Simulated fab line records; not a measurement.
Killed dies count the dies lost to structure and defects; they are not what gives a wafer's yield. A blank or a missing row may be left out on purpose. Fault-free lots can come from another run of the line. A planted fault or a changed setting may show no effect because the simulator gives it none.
Chamber matching / flow n5Finfet / cmp-04 running N5_BEOL_M1_CMP_52: 4 sister chambers
The step polishes, stops on SiOC, t overpolish 6.8 s, target thk 40 nm. 4 wafers are shown with their chamber, then 11 later ones without.

EACH WAFER AND ITS CHAMBER
wafer=L085.1; chamber=0; motorCurrentA (A)=5.3
wafer=L085.5; chamber=3; motorCurrentA (A)=6.2
wafer=L090.6; chamber=1; motorCurrentA (A)=6.6
wafer=L093.3; chamber=2; motorCurrentA (A)=6.1

WAFERS MISSING THEIR CHAMBER
wafer=L093.5; motorCurrentA (A)=5.9
wafer=L093.6; motorCurrentA (A)=4.7
wafer=L094.2; motorCurrentA (A)=6.3
wafer=L094.3; motorCurrentA (A)=5.1
wafer=L094.6; motorCurrentA (A)=6.4
wafer=L095.2; motorCurrentA (A)=6.5
wafer=L095.5; motorCurrentA (A)=6.3
wafer=L095.6; motorCurrentA (A)=6.0
wafer=L097.2; motorCurrentA (A)=6.5
wafer=L097.3; motorCurrentA (A)=4.9
wafer=L097.6; motorCurrentA (A)=6.5

CHAMBER TAKEN BY EACH
wafer=L093.5; from the rows above=can't be placed: 2 or 3 or 0 or 1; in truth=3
wafer=L093.6; from the rows above=0; in truth=0
wafer=L094.2; from the rows above=can't be placed: 3 or 2 or 1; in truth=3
wafer=L094.3; from the rows above=0; in truth=0
wafer=L094.6; from the rows above=can't be placed: 1 or 3 or 2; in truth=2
wafer=L095.2; from the rows above=can't be placed: 1 or 3 or 2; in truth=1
wafer=L095.5; from the rows above=can't be placed: 3 or 2 or 1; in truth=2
wafer=L095.6; from the rows above=can't be placed: 2 or 3 or 1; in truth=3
wafer=L097.2; from the rows above=can't be placed: 1 or 3 or 2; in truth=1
wafer=L097.3; from the rows above=0; in truth=0
wafer=L097.6; from the rows above=can't be placed: 1 or 3 or 2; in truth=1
Placed correctly: 3 of 11. Unplaceable from these rows: 8, with the true chamber sitting among the candidates in 8. Placed wrongly: 0.
How it was worked out, from the rows above alone: a wafer's distance from a chamber is the root of the sum, over the readings, of the square of ((its reading less the chamber's mean) divided by the reading's scatter). The wafer belongs to the nearest chamber; if the next one is less than 2 further off, it can't be placed. Each chamber's mean is taken over the wafers shown for it. The scatter: root of mean squared gap, hidden wafer to nearest shown wafer, with one shown wafer a chamber.
